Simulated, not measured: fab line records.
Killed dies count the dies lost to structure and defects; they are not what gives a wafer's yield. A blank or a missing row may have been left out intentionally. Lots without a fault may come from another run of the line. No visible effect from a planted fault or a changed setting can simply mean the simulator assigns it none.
Matching of chambers    flow n5_finfet    rie_diel-05 running N5_MOL_CONTACT_COAG_ETCH_106: 4 sister chambers
The step etches SOC in N2/H2, target depth 80 nm, overetch 16 nm, time 120 s. 14 wafers are shown with their chamber, then 7 later ones without.

== EACH WAFER AND ITS CHAMBER ==
wafer   chamber  showerhead_plenum_p_Torr (Torr)  drypump_motor_current_A (A)  throttle_valve_pct (%)
L215.3  0        2.56                             6.1                          17.78
L215.4  3        2.66                             5.5                          17.72
L215.5  2        2.53                             5.7                          17.61
L216.2  1        2.49                             6.3                          17.36
L216.4  3        2.66                             5.5                          17.73
L216.6  0        2.56                             6.2                          17.78
L220.1  3        2.65                             5.5                          17.74
L220.2  2        2.53                             5.7                          17.63
L220.6  1        2.49                             6.3                          17.38
L225.3  3        2.65                             5.5                          17.76
L225.5  1        2.48                             6.4                          17.39
L225.6  2        2.52                             5.7                          17.63
L233.2  3        2.64                             5.5                          17.79
L233.3  2        2.52                             5.7                          17.66

SIGNATURES (averages over the wafers above)
reading                   chamber 0  chamber 1  chamber 2  chamber 3  scatter within a chamber
showerhead_plenum_p_Torr  2.5600     2.4867     2.5250     2.6520     0.00668
drypump_motor_current_A   6.150      6.333      5.700      5.500      0.0342
throttle_valve_pct        17.7800    17.3767    17.6325    17.7480    0.022
Rule: distance of a wafer from a chamber = root of the sum over the readings of ((wafer's reading minus chamber's mean) / reading's scatter) squared. If the next closest chamber is less than 2 further off than the closest, the wafer can't be placed; otherwise it belongs to the closest. The scatter is the square root of a quotient: the sum, over the shown wafers, of each reading's squared deviation from its chamber's mean, divided by wafers minus chambers.

== WAFERS WITH NO CHAMBER GIVEN ==
wafer   showerhead_plenum_p_Torr (Torr)  drypump_motor_current_A (A)  throttle_valve_pct (%)
L233.4  2.55                             6.1                          17.84
L238.1  2.51                             5.7                          17.67
L238.2  2.54                             6.1                          17.88
L238.6  2.64                             5.5                          17.80
L237.1  2.64                             5.5                          17.81
L237.3  2.47                             6.3                          17.44
L237.6  2.51                             5.7                          17.68

== WHICH CHAMBER EACH WENT THROUGH ==
wafer   from the rows above  in truth
L233.4  0                    0
L238.1  2                    2
L238.2  0                    0
L238.6  3                    3
L237.1  3                    3
L237.3  1                    1
L237.6  2                    2
Placed correctly: 7 of 7. From these rows, 0 cannot be placed. Placed wrongly: 0.
